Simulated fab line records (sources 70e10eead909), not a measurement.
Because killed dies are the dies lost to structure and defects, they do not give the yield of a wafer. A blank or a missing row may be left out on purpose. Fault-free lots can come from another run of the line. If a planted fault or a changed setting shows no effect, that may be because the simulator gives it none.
fab line records / flow nandHarc / part 2 of 2: steps 26 to 34 of 34
record lots=5 wafers=15 lastDay=32
route steps=1302 shown A_STAIRCASE@853 A_SGD_CUT@890
lots that met no fault: taken from a fault-free run of the same line
startH: hours from the record's opening day to when the first of the lot's shown wafers began / waitH: hours since the lot's step before / " the same as in the row above / L1.1+2: one row covering several wafers at once / - no value present, or no start provided / * or withheld: withheld / < > ~ a bound
route shown NAME@n: NAME is a module with steps in the file, n the number in the route of the first one / usual: mean/standard deviation taken from wafers without a fault / same: alike in all rows / chamber/n: place in a boat / sites: readings site by site / _std_site: standard deviation across them / _edge_site: the outer-site mean with the inner-site mean subtracted / radiusMm: how far each site lies from the wafer's centre / mask NAME#n: copy n / behind: the tool/chamber that last shaped the wafer / hold: what put the lot on hold/how long, in hours/how the hold closed / device: transistor that didn't switch, given as n, p or np / end of line: tests of these same wafers at the route's end / step lacking rows: just its recipe / killed: the dies lost at the first sort to structure and to defects; this is not the yield of the wafer / map: the dies of a wafer, with x for killed, . for not killed, _ for no die there
set.NAME: the setting that was run; set.NAME@STEP: the one run at that earlier step / model.NAME: the simulator's own value behind a step, which no gauge read
lots at selected steps of the route; one table per step, one row per wafer
services: the hour from which a tool's chamber was out of use, counted from the record's first day as startH (under 0 if before that day), plus the number of hours and why
## steps
# step NHARC_A_STAIRCASE_ETCHBACK_157
# recipe targetDepthA=900 overEtchFrac=0.3 timeS=167.14 ionEnergyEv=120 ch3fFlowSccm=50 o2FlowSccm=30 arFlowSccm=200 rfW=500 biasW=100 chemistry=CH3F/O2
# usual drypumpMotorCurrentA=6.0/0.37 oesProductAu=0.97/0.033 rfVppV=244.6/1.8 showerheadPlenumPTorr=2.47/0.11 throttleValvePct=20.662/0.0092
lot.wafer=L074.1 tool=rieDiel-02 chamber=1 startH=432.41 waitH=0.2 drypumpMotorCurrentA=5.4 oesProductAu=0.99 rfHoursCounterH=8 rfVppV=246.5 showerheadPlenumPTorr=2.61 throttleValvePct=20.669
lot.wafer=L074.3 tool=rieDiel-02 chamber=0 startH=432.41 waitH=0.2 drypumpMotorCurrentA=6.0 oesProductAu=1.00 rfHoursCounterH=10 rfVppV=243.0 showerheadPlenumPTorr=2.40 throttleValvePct=20.676
lot.wafer=L074.6 tool=rieDiel-02 chamber=2 startH=432.41 waitH=0.2 drypumpMotorCurrentA=6.6 oesProductAu=0.99 rfHoursCounterH=- rfVppV=246.5 showerheadPlenumPTorr=2.53 throttleValvePct=20.664
lot.wafer=L081.1 tool=rieDiel-02 chamber=1 startH=515.79 waitH=0.2 drypumpMotorCurrentA=5.5 oesProductAu=0.99 rfHoursCounterH=33 rfVppV=247.7 showerheadPlenumPTorr=2.60 throttleValvePct=20.669
lot.wafer=L081.4 tool=rieDiel-02 chamber=2 startH=515.79 waitH=0.2 drypumpMotorCurrentA=6.6 oesProductAu=0.99 rfHoursCounterH=23 rfVppV=246.3 showerheadPlenumPTorr=2.52 throttleValvePct=20.669
lot.wafer=L081.2 tool=rieDiel-02 chamber=3 startH=515.79 waitH=0.2 drypumpMotorCurrentA=5.8 oesProductAu=0.99 rfHoursCounterH=35 rfVppV=242.3 showerheadPlenumPTorr=2.29 throttleValvePct=20.673
lot.wafer=L089.2 tool=rieDiel-08 chamber=3 startH=572.59 waitH=0.2 drypumpMotorCurrentA=6.1 oesProductAu=1.00 rfHoursCounterH=5 rfVppV=246.0 showerheadPlenumPTorr=2.59 throttleValvePct=20.673
lot.wafer=L089.1 tool=rieDiel-08 chamber=0 startH=572.59 waitH=0.2 drypumpMotorCurrentA=6.4 oesProductAu=1.00 rfHoursCounterH=5 rfVppV=244.6 showerheadPlenumPTorr=2.39 throttleValvePct=20.673
lot.wafer=L089.4 tool=rieDiel-08 chamber=1 startH=572.59 waitH=0.2 drypumpMotorCurrentA=5.7 oesProductAu=1.00 rfHoursCounterH=5 rfVppV=243.0 showerheadPlenumPTorr=2.38 throttleValvePct=20.660
lot.wafer=L088.1 tool=rieDiel-03 chamber=0 startH=572.74 waitH=0.1 drypumpMotorCurrentA=5.7 oesProductAu=0.93 rfHoursCounterH=45 rfVppV=241.5 showerheadPlenumPTorr=2.37 throttleValvePct=20.661
lot.wafer=L088.4 tool=rieDiel-03 chamber=1 startH=572.74 waitH=0.1 drypumpMotorCurrentA=5.6 oesProductAu=0.95 rfHoursCounterH=36 rfVppV=245.2 showerheadPlenumPTorr=2.52 throttleValvePct=20.666
lot.wafer=L088.6 tool=rieDiel-03 chamber=1 startH=572.74 waitH=0.1 drypumpMotorCurrentA=5.6 oesProductAu=0.94 rfHoursCounterH=- rfVppV=245.3 showerheadPlenumPTorr=2.52 throttleValvePct=20.648
lot.wafer=L093.3 tool=rieDiel-03 chamber=0 startH=630.03 waitH=0.2 drypumpMotorCurrentA=5.7 oesProductAu=1.00 rfHoursCounterH=61 rfVppV=242.6 showerheadPlenumPTorr=2.37 throttleValvePct=20.659
lot.wafer=L093.6 tool=rieDiel-03 chamber=0 startH=630.03 waitH=0.2 drypumpMotorCurrentA=5.7 oesProductAu=1.00 rfHoursCounterH=- rfVppV=243.3 showerheadPlenumPTorr=2.37 throttleValvePct=20.662
lot.wafer=L093.4 tool=rieDiel-03 chamber=3 startH=630.03 waitH=0.2 drypumpMotorCurrentA=6.2 oesProductAu=1.01 rfHoursCounterH=- rfVppV=245.8 showerheadPlenumPTorr=2.59 throttleValvePct=20.670
# step NHARC_A_STAIRCASE_STRIP_475
# recipe timeS=20 o2FlowSccm=500 arFlowSccm=0 biasW=0 chemistry=O2
# usual drypumpMotorCurrentA=6.0/0.36 oesProductAu=0.998/0.0083 rfVppV=57.8/0.86 showerheadPlenumPTorr=3.54/0.15 throttleValvePct=17.036/0.009
lot.wafer=L074.3 tool=rieDiel-02 chamber=0 startH=- waitH=- drypumpMotorCurrentA=5.9 oesProductAu=1.003 rfHoursCounterH=10 rfVppV=57.8 showerheadPlenumPTorr=3.44 throttleValvePct=17.046
lot.wafer=L074.1 tool=rieDiel-02 chamber=1 startH=- waitH=- drypumpMotorCurrentA=5.5 oesProductAu=1.002 rfHoursCounterH=8 rfVppV=58.7 showerheadPlenumPTorr=3.74 throttleValvePct=17.033
lot.wafer=L074.6 tool=rieDiel-02 chamber=3 startH=- waitH=- drypumpMotorCurrentA=5.9 oesProductAu=1.004 rfHoursCounterH=- rfVppV=58.4 showerheadPlenumPTorr=3.30 throttleValvePct=17.034
lot.wafer=L081.1 tool=rieDiel-02 chamber=2 startH=- waitH=- drypumpMotorCurrentA=6.6 oesProductAu=1.012 rfHoursCounterH=23 rfVppV=60.0 showerheadPlenumPTorr=3.62 throttleValvePct=17.042
lot.wafer=L081.2 tool=rieDiel-02 chamber=3 startH=- waitH=- drypumpMotorCurrentA=5.9 oesProductAu=0.990 rfHoursCounterH=35 rfVppV=57.8 showerheadPlenumPTorr=3.29 throttleValvePct=17.022
lot.wafer=L081.4 tool=rieDiel-02 chamber=0 startH=- waitH=- drypumpMotorCurrentA=5.9 oesProductAu=0.998 rfHoursCounterH=40 rfVppV=57.2 showerheadPlenumPTorr=3.43 throttleValvePct=17.048
lot.wafer=L089.2 tool=rieDiel-08 chamber=2 startH=- waitH=- drypumpMotorCurrentA=6.2 oesProductAu=1.007 rfHoursCounterH=6 rfVppV=58.9 showerheadPlenumPTorr=3.54 throttleValvePct=17.044
lot.wafer=L089.1 tool=rieDiel-08 chamber=3 startH=- waitH=- drypumpMotorCurrentA=6.1 oesProductAu=0.996 rfHoursCounterH=5 rfVppV=58.2 showerheadPlenumPTorr=3.70 throttleValvePct=17.052
lot.wafer=L089.4 tool=rieDiel-08 chamber=1 startH=- waitH=- drypumpMotorCurrentA=5.7 oesProductAu=1.001 rfHoursCounterH=5 rfVppV=57.2 showerheadPlenumPTorr=3.41 throttleValvePct=17.023
lot.wafer=L088.4 tool=rieDiel-03 chamber=1 startH=- waitH=- drypumpMotorCurrentA=5.6 oesProductAu=0.995 rfHoursCounterH=37 rfVppV=58.4 showerheadPlenumPTorr=3.62 throttleValvePct=17.052
lot.wafer=L088.1 tool=rieDiel-03 chamber=2 startH=- waitH=- drypumpMotorCurrentA=6.4 oesProductAu=0.994 rfHoursCounterH=33 rfVppV=57.8 showerheadPlenumPTorr=3.36 throttleValvePct=17.034
lot.wafer=L088.6 tool=rieDiel-03 chamber=2 startH=- waitH=- drypumpMotorCurrentA=6.4 oesProductAu=0.995 rfHoursCounterH=- rfVppV=58.7 showerheadPlenumPTorr=3.37 throttleValvePct=17.043
lot.wafer=L093.3 tool=rieDiel-03 chamber=3 startH=630.26 waitH=0.2 drypumpMotorCurrentA=6.2 oesProductAu=1.005 rfHoursCounterH=53 rfVppV=59.3 showerheadPlenumPTorr=3.71 throttleValvePct=17.020
lot.wafer=L093.4 tool=rieDiel-03 chamber=0 startH=630.26 waitH=0.2 drypumpMotorCurrentA=5.7 oesProductAu=0.992 rfHoursCounterH=- rfVppV=59.4 showerheadPlenumPTorr=3.40 throttleValvePct=17.037
lot.wafer=L093.6 tool=rieDiel-03 chamber=2 startH=630.26 waitH=0.2 drypumpMotorCurrentA=6.4 oesProductAu=0.997 rfHoursCounterH=- rfVppV=57.0 showerheadPlenumPTorr=3.35 throttleValvePct=17.026
# step NHARC_A_STAIRCASE_DEP_471
# recipe targetThkA=1000 tempC=400 pressureTorr=6.5 rfW=900 teosFlowSccm=161.4 flowSccm=2650 targetThkNm=100 gas=O2 material=SiO2
# usual heaterPowerW=536/88 throttleValvePct=16.0/0.49
lot.wafer=L074.1 tool=pecvd-02 chamber=0 startH=432.72 waitH=- heaterPowerW=482 throttleValvePct=16.2
lot.wafer=L074.3 tool=pecvd-02 chamber=1 startH=432.72 waitH=- heaterPowerW=414 throttleValvePct=16.1
lot.wafer=L074.6 tool=pecvd-02 chamber=1 startH=432.72 waitH=- heaterPowerW=423 throttleValvePct=16.1
lot.wafer=L081.2 tool=pecvd-02 chamber=0 startH=516.08 waitH=- heaterPowerW=583 throttleValvePct=16.2
lot.wafer=L081.1 tool=pecvd-02 chamber=1 startH=516.08 waitH=- heaterPowerW=502 throttleValvePct=16.4
lot.wafer=L081.4 tool=pecvd-02 chamber=2 startH=516.08 waitH=- heaterPowerW=537 throttleValvePct=16.4
lot.wafer=L089.2 tool=pecvd-02 chamber=0 startH=572.87 waitH=- heaterPowerW=492 throttleValvePct=16.4
lot.wafer=L089.1 tool=pecvd-02 chamber=1 startH=572.87 waitH=- heaterPowerW=486 throttleValvePct=16.3
lot.wafer=L089.4 tool=pecvd-02 chamber=2 startH=572.87 waitH=- heaterPowerW=532 throttleValvePct=16.2
lot.wafer=L088.1 tool=pecvd-04 chamber=2 startH=573.09 waitH=- heaterPowerW=642 throttleValvePct=16.4
lot.wafer=L088.4 tool=pecvd-04 chamber=0 startH=573.09 waitH=- heaterPowerW=474 throttleValvePct=16.1
lot.wafer=L088.6 tool=pecvd-04 chamber=2 startH=573.09 waitH=- heaterPowerW=646 throttleValvePct=16.5
lot.wafer=L093.3 tool=pecvd-04 chamber=1 startH=630.38 waitH=- heaterPowerW=655 throttleValvePct=15.1
lot.wafer=L093.4 tool=pecvd-04 chamber=1 startH=630.38 waitH=- heaterPowerW=654 throttleValvePct=15.4
lot.wafer=L093.6 tool=pecvd-04 chamber=2 startH=630.38 waitH=- heaterPowerW=649 throttleValvePct=16.8
# step NHARC_A_STAIRCASE_CMP_472
# recipe material=SiO2
# usual motorCurrentA=12.5/0.61
lot.wafer=L074.1 tool=cmp-04 chamber=0 startH=432.99 waitH=0.2 motorCurrentA=13.0
lot.wafer=L074.3 tool=cmp-04 chamber=2 startH=432.99 waitH=0.2 motorCurrentA=12.3
lot.wafer=L074.6 tool=cmp-04 chamber=3 startH=432.99 waitH=0.2 motorCurrentA=14.3
lot.wafer=L081.4 tool=cmp-04 chamber=0 startH=516.33 waitH=0.2 motorCurrentA=12.8
lot.wafer=L081.2 tool=cmp-04 chamber=1 startH=516.33 waitH=0.2 motorCurrentA=12.5
lot.wafer=L081.1 tool=cmp-04 chamber=2 startH=516.33 waitH=0.2 motorCurrentA=11.7
lot.wafer=L089.4 tool=cmp-01 chamber=1 startH=573.14 waitH=0.1 motorCurrentA=11.7
lot.wafer=L089.1 tool=cmp-01 chamber=2 startH=573.14 waitH=0.1 motorCurrentA=13.1
lot.wafer=L089.2 tool=cmp-01 chamber=3 startH=573.14 waitH=0.1 motorCurrentA=12.1
lot.wafer=L088.4 tool=cmp-04 chamber=1 startH=573.31 waitH=0.2 motorCurrentA=12.9
lot.wafer=L088.1 tool=cmp-04 chamber=2 startH=573.31 waitH=0.2 motorCurrentA=11.8
lot.wafer=L088.6 tool=cmp-04 chamber=2 startH=573.31 waitH=0.2 motorCurrentA=11.5
lot.wafer=L093.4 tool=cmp-04 chamber=3 startH=630.62 waitH=0.1 motorCurrentA=13.3
lot.wafer=L093.3 tool=cmp-04 chamber=1 startH=630.62 waitH=0.1 motorCurrentA=12.3
lot.wafer=L093.6 tool=cmp-04 chamber=0 startH=630.62 waitH=0.1 motorCurrentA=12.3
# step NHARC_A_STAIRCASE_SRD_474
lot.wafer=L074.6+3+1 tool=wetBench-03 chamber=3,5,7 startH=433.22 waitH=0.0
lot.wafer=L081.1+2+4 tool=wetBench-03 chamber=2,3,5 startH=516.58 waitH=0.0
lot.wafer=L089.4+1+2 tool=wetBench-03 chamber=5,0,1 startH=573.40 waitH=0.0
lot.wafer=L088.4+1+6 tool=wetBench-05 chamber=0,2,3 startH=573.58 waitH=0.0
lot.wafer=L093.4+6+3 tool=wetBench-09 chamber=4,7,1 startH=630.88 waitH=0.0
# step NHARC_A_STAIRCASE_INSPECT_155
# usual rawDefectCount=409/110
lot.wafer=L074.1 tool=defectInspect-02 chamber=- startH=433.31 waitH=0.1 rawDefectCount=291
lot.wafer=L074.3 tool=defectInspect-02 chamber=- startH=433.31 waitH=0.1 rawDefectCount=402
lot.wafer=L074.6 tool=defectInspect-02 chamber=- startH=433.31 waitH=0.1 rawDefectCount=414
lot.wafer=L081.1 tool=defectInspect-01 chamber=- startH=516.67 waitH=0.1 rawDefectCount=333
lot.wafer=L081.2 tool=defectInspect-01 chamber=- startH=516.67 waitH=0.1 rawDefectCount=340
lot.wafer=L081.4 tool=defectInspect-01 chamber=- startH=516.67 waitH=0.1 rawDefectCount=271
lot.wafer=L089.1 tool=defectInspect-02 chamber=- startH=573.48 waitH=0.1 rawDefectCount=482
lot.wafer=L089.2 tool=defectInspect-02 chamber=- startH=573.48 waitH=0.1 rawDefectCount=365
lot.wafer=L089.4 tool=defectInspect-02 chamber=- startH=573.48 waitH=0.1 rawDefectCount=422
lot.wafer=L088.1 tool=defectInspect-01 chamber=- startH=573.65 waitH=0.1 rawDefectCount=310
lot.wafer=L088.4 tool=defectInspect-01 chamber=- startH=573.65 waitH=0.1 rawDefectCount=399
lot.wafer=L088.6 tool=defectInspect-01 chamber=- startH=573.65 waitH=0.1 rawDefectCount=463
lot.wafer=L093.3 tool=defectInspect-01 chamber=- startH=630.97 waitH=0.1 rawDefectCount=580
lot.wafer=L093.4 tool=defectInspect-01 chamber=- startH=630.97 waitH=0.1 rawDefectCount=452
lot.wafer=L093.6 tool=defectInspect-01 chamber=- startH=630.97 waitH=0.1 rawDefectCount=364
# step NHARC_A_SGD_CUT_DEP_00
# recipe targetThkA=500 tempC=400 targetThkNm=50 flowSccm=200 rfW=450 material=SiNx
# usual heaterPowerW=703/76
lot.wafer=L074.1 tool=pecvd-02 chamber=0 startH=433.40 waitH=0.1 heaterPowerW=712
lot.wafer=L074.3 tool=pecvd-02 chamber=1 startH=433.40 waitH=0.1 heaterPowerW=687
lot.wafer=L074.6 tool=pecvd-02 chamber=1 startH=433.40 waitH=0.1 heaterPowerW=680
lot.wafer=L081.2 tool=pecvd-02 chamber=0 startH=516.76 waitH=0.1 heaterPowerW=718
lot.wafer=L081.1 tool=pecvd-02 chamber=1 startH=516.76 waitH=0.1 heaterPowerW=714
lot.wafer=L081.4 tool=pecvd-02 chamber=0 startH=516.76 waitH=0.1 heaterPowerW=717
lot.wafer=L089.2 tool=pecvd-02 chamber=0 startH=573.58 waitH=0.1 heaterPowerW=758
lot.wafer=L089.1 tool=pecvd-02 chamber=1 startH=573.58 waitH=0.1 heaterPowerW=668
lot.wafer=L089.4 tool=pecvd-02 chamber=0 startH=573.58 waitH=0.1 heaterPowerW=775
lot.wafer=L088.1 tool=pecvd-04 chamber=1 startH=573.75 waitH=0.1 heaterPowerW=722
lot.wafer=L088.6 tool=pecvd-04 chamber=0 startH=573.75 waitH=0.1 heaterPowerW=709
lot.wafer=L088.4 tool=pecvd-04 chamber=2 startH=573.75 waitH=0.1 heaterPowerW=679
lot.wafer=L093.3 tool=pecvd-02 chamber=0 startH=631.03 waitH=0.1 heaterPowerW=689
lot.wafer=L093.6 tool=pecvd-02 chamber=0 startH=631.03 waitH=0.1 heaterPowerW=672
lot.wafer=L093.4 tool=pecvd-02 chamber=2 startH=631.03 waitH=0.1 heaterPowerW=629
# step NHARC_A_SGD_CUT_DEHYDRATE_01
# recipe tempC=150 timeS=120
# usual chillPlateTempC=22.98/0.098 exhaustPa=45.1/0.88
lot.wafer=L074.1 tool=lithoTrack-04 chamber=0 startH=433.64 waitH=0.2 chillPlateTempC=22.96 exhaustPa=44.8
lot.wafer=L074.3 tool=lithoTrack-04 chamber=0 startH=433.64 waitH=0.2 chillPlateTempC=23.05 exhaustPa=47.3
lot.wafer=L074.6 tool=lithoTrack-04 chamber=0 startH=433.64 waitH=0.2 chillPlateTempC=22.88 exhaustPa=47.3
lot.wafer=L081.1 tool=lithoTrack-01 chamber=0 startH=517.00 waitH=0.2 chillPlateTempC=23.11 exhaustPa=44.4
lot.wafer=L081.2 tool=lithoTrack-01 chamber=0 startH=517.00 waitH=0.2 chillPlateTempC=22.84 exhaustPa=43.9
lot.wafer=L081.4 tool=lithoTrack-01 chamber=0 startH=517.00 waitH=0.2 chillPlateTempC=23.05 exhaustPa=44.4
lot.wafer=L089.1 tool=lithoTrack-06 chamber=0 startH=573.82 waitH=0.2 chillPlateTempC=23.04 exhaustPa=44.7
lot.wafer=L089.2 tool=lithoTrack-06 chamber=0 startH=573.82 waitH=0.2 chillPlateTempC=23.00 exhaustPa=44.2
lot.wafer=L089.4 tool=lithoTrack-06 chamber=0 startH=573.82 waitH=0.2 chillPlateTempC=23.00 exhaustPa=43.9
lot.wafer=L088.1 tool=lithoTrack-01 chamber=0 startH=573.99 waitH=0.2 chillPlateTempC=23.15 exhaustPa=44.8
lot.wafer=L088.4 tool=lithoTrack-01 chamber=0 startH=573.99 waitH=0.2 chillPlateTempC=23.10 exhaustPa=44.3
lot.wafer=L088.6 tool=lithoTrack-01 chamber=0 startH=573.99 waitH=0.2 chillPlateTempC=23.07 exhaustPa=44.4
lot.wafer=L093.3 tool=lithoTrack-04 chamber=0 startH=631.30 waitH=0.2 chillPlateTempC=23.02 exhaustPa=44.2
lot.wafer=L093.4 tool=lithoTrack-04 chamber=0 startH=631.30 waitH=0.2 chillPlateTempC=22.99 exhaustPa=43.7
lot.wafer=L093.6 tool=lithoTrack-04 chamber=0 startH=631.30 waitH=0.2 chillPlateTempC=23.16 exhaustPa=44.7
# step NHARC_A_SGD_CUT_HMDS_02
# recipe timeS=30
# usual chillPlateTempC=23.00/0.11 exhaustPa=44.9/0.78
lot.wafer=L074.1 tool=lithoTrack-04 chamber=0 startH=- waitH=- chillPlateTempC=23.00 exhaustPa=44.4
lot.wafer=L074.3 tool=lithoTrack-04 chamber=0 startH=- waitH=- chillPlateTempC=23.08 exhaustPa=44.3
lot.wafer=L074.6 tool=lithoTrack-04 chamber=0 startH=- waitH=- chillPlateTempC=23.21 exhaustPa=44.3
lot.wafer=L081.1 tool=lithoTrack-01 chamber=0 startH=- waitH=- chillPlateTempC=23.05 exhaustPa=45.0
lot.wafer=L081.2 tool=lithoTrack-01 chamber=0 startH=- waitH=- chillPlateTempC=22.97 exhaustPa=43.6
lot.wafer=L081.4 tool=lithoTrack-01 chamber=0 startH=- waitH=- chillPlateTempC=23.14 exhaustPa=45.1
lot.wafer=L089.1 tool=lithoTrack-06 chamber=0 startH=- waitH=- chillPlateTempC=22.97 exhaustPa=45.7
lot.wafer=L089.2 tool=lithoTrack-06 chamber=0 startH=- waitH=- chillPlateTempC=23.09 exhaustPa=45.5
lot.wafer=L089.4 tool=lithoTrack-06 chamber=0 startH=- waitH=- chillPlateTempC=22.98 exhaustPa=44.7
lot.wafer=L088.1 tool=lithoTrack-01 chamber=0 startH=- waitH=- chillPlateTempC=22.91 exhaustPa=44.9
lot.wafer=L088.4 tool=lithoTrack-01 chamber=0 startH=- waitH=- chillPlateTempC=22.76 exhaustPa=44.9
lot.wafer=L088.6 tool=lithoTrack-01 chamber=0 startH=- waitH=- chillPlateTempC=22.83 exhaustPa=44.6
lot.wafer=L093.3 tool=lithoTrack-04 chamber=0 startH=- waitH=- chillPlateTempC=23.06 exhaustPa=46.0
lot.wafer=L093.4 tool=lithoTrack-04 chamber=0 startH=- waitH=- chillPlateTempC=23.07 exhaustPa=46.7
lot.wafer=L093.6 tool=lithoTrack-04 chamber=0 startH=- waitH=- chillPlateTempC=23.09 exhaustPa=44.3
## services
tool=wetBench-03 chamber=- startH=386.49 hours=8.0 kind=pm
tool=rieDiel-03 chamber=3 startH=389.08 hours=1.6 kind=repair
tool=rieDiel-02 chamber=- startH=393.70 hours=9.0 kind=pm
tool=cmp-04 chamber=- startH=394.40 hours=2.9 kind=repair
tool=lithoTrack-02 chamber=- startH=402.00 hours=7.0 kind=pm
tool=cmp-04 chamber=- startH=405.14 hours=4.0 kind=pm
tool=pecvd-02 chamber=- startH=408.43 hours=13.0 kind=pm
tool=wetBench-03 chamber=- startH=415.01 hours=1.5 kind=repair
tool=lithoTrack-07 chamber=- startH=426.00 hours=7.0 kind=pm
tool=rieDiel-03 chamber=1 startH=453.94 hours=20.0 kind=repair
tool=rieDiel-03 chamber=- startH=459.06 hours=9.0 kind=pm
tool=lithoTrack-05 chamber=- startH=474.00 hours=7.0 kind=pm
tool=rieDiel-03 chamber=3 startH=490.72 hours=4.6 kind=repair
tool=cmp-04 chamber=- startH=503.14 hours=4.0 kind=pm
tool=rieDiel-03 chamber=- startH=503.76 hours=0.7 kind=repair
tool=wetBench-09 chamber=- startH=528.80 hours=8.0 kind=pm
tool=wetBench-03 chamber=- startH=562.49 hours=8.0 kind=pm
tool=wetBench-09 chamber=- startH=565.79 hours=1.0 kind=repair
tool=lithoTrack-02 chamber=- startH=577.00 hours=7.0 kind=pm
tool=wetBench-09 chamber=- startH=593.12 hours=3.7 kind=repair
tool=lithoTrack-07 chamber=- startH=601.00 hours=7.0 kind=pm
tool=cmp-04 chamber=- startH=601.14 hours=4.0 kind=pm
tool=cmp-04 chamber=- startH=620.76 hours=1.0 kind=repair
tool=rieDiel-03 chamber=1 startH=627.97 hours=4.9 kind=repair
